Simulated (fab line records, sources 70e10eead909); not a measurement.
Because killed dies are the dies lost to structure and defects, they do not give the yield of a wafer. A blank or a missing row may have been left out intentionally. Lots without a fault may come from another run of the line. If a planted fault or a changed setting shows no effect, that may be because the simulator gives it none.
Comparing a struck lot with a sound one || flow nand-harc || 14 steps out of a route of 1302
Sound: these wafers, L204.1, L204.2, L204.6. Wafers L212.1, L212.4, L212.6 were the ones struck. The cause is given at the end.
At each step with rows: each side's tool, then ch and its chambers, then its first start. Under that, the readings that differ: sound wafers || struck wafers || difference of the means || sigmas: that difference in standard deviations of wafers without a fault.
alike: a reading whose means differ by less than 2 such deviations, as well as words and numbers matching on both sides. not compared: withheld readings; readings where some wafer has no value; bounds like >300 that might hide an equal value; numbers whose values overlap and for which the record gives no deviation.
A row with sigmas, a row that says differs or no value, or rows on one side alone: a step with any of these is where the two part. When numbers do not overlap yet have no deviation, they are printed without sigmas and do not part them. Lack of a reading on every wafer of one side parts them only where that side has two or more wafers.

first, 4 steps without rows for these wafers: NHARC_P_BONDPAD_EBR_05; NHARC_P_BONDPAD_EXPOSE_06 (exposes mask P BPAD); NHARC_P_BONDPAD_PEB_07 (peb time 80 s); NHARC_P_BONDPAD_DEVELOP_08 (time 50 s).
NHARC_P_BONDPAD_CD_MEAS_09: target cd 500 nm.
  sound on cd-sem-02 ch 0, day 9 00:40; struck on cd-sem-02 ch 0, day 12 14:38
  alike: cd-nm
NHARC_P_BONDPAD_OVL_MEAS_38:
  sound: overlay-01 at day 9 00:45; struck: overlay-01 at day 12 14:44
  alike: overlay-x-nm, overlay-y-nm
then, 1 step without rows for these wafers: NHARC_P_BONDPAD_HARDBAKE_10 (time 65 s).
NHARC_P_BONDPAD_DESCUM_11: chemistry O2, time 3 s.
  sound on rie-diel-06 ch 0,2, day 9 00:52; struck on rie-diel-10 ch 0,1, day 12 14:52
  alike: chamber-pressure-mTorr, drypump-motor-current-A, oes-product-au, rf-vpp-V, showerhead-plenum-p-Torr, throttle-valve-pct
  not compared: rf-hours-counter-h
NHARC_P_BONDPAD_ETCH_37: etches the open film in N2/H2, target depth 60 nm, overetch 18 nm, time 65.91 s.
  sound on rie-diel-06 ch 2,3, day 9 00:58; struck on rie-diel-10 ch 1,2,3, day 12 14:56
  alike: chamber-pressure-mTorr, drypump-motor-current-A, oes-product-au, rf-vpp-V, run-length-s, showerhead-plenum-p-Torr, throttle-valve-pct
  not compared: rf-hours-counter-h
NHARC_P_BONDPAD_ETCH_12: etches the open film in CHF3/O2, target depth 200 nm, time 100 s.
  sound: rie-diel-06 ch 0,2,3; struck: rie-diel-10 ch 1,2,3
  alike: chamber-pressure-mTorr, drypump-motor-current-A, oes-product-au, rf-vpp-V, run-length-s, showerhead-plenum-p-Torr, throttle-valve-pct
  not compared: rf-hours-counter-h
NHARC_P_BONDPAD_CD_MEAS_13:
  sound: cd-sem-02 at day 9 01:14; struck: cd-sem-02 at day 12 15:10
{"reading": "cd-nm (nm)", "sound": "499.7 504.1 501.7", "struck": "498.9 496.8 497.6", "difference": -4.1, "sigmas": -2}
NHARC_P_BONDPAD_STRIP_15: strips in O2.
  sound on rie-diel-10 ch 0,1,3, day 9 01:19; struck on rie-diel-09 ch 0,1,2, day 12 15:15
  alike: chamber-pressure-mTorr, drypump-motor-current-A, oes-product-au, rf-vpp-V, showerhead-plenum-p-Torr, throttle-valve-pct
  not compared: rf-hours-counter-h
NHARC_P_BONDPAD_ETCH_24: etches the open film in CF4/N2, target depth 30 nm, time 72.99 s.
  sound on rie-diel-10 ch 0,2,3, day 9 01:28; struck on rie-diel-09 ch 2,3, day 12 15:24
{"reading": "run-length-s (s)", "sound": "93.9 94.6 95.2", "struck": "76.4 75.8 76.4", "difference": -18.4, "sigmas": -47}
  alike: chamber-pressure-mTorr, drypump-motor-current-A, oes-product-au, rf-vpp-V, showerhead-plenum-p-Torr, throttle-valve-pct
  not compared: rf-hours-counter-h
then, 1 step without rows for these wafers: NHARC_P_BONDPAD_STRIP_16 (strips in post etch residue remover, time 600 s).

WHERE THEY PART
First at NHARC_P_BONDPAD_CD_MEAS_13; last, within this record, at NHARC_P_BONDPAD_ETCH_24.

WHY: what had been put in by the simulator
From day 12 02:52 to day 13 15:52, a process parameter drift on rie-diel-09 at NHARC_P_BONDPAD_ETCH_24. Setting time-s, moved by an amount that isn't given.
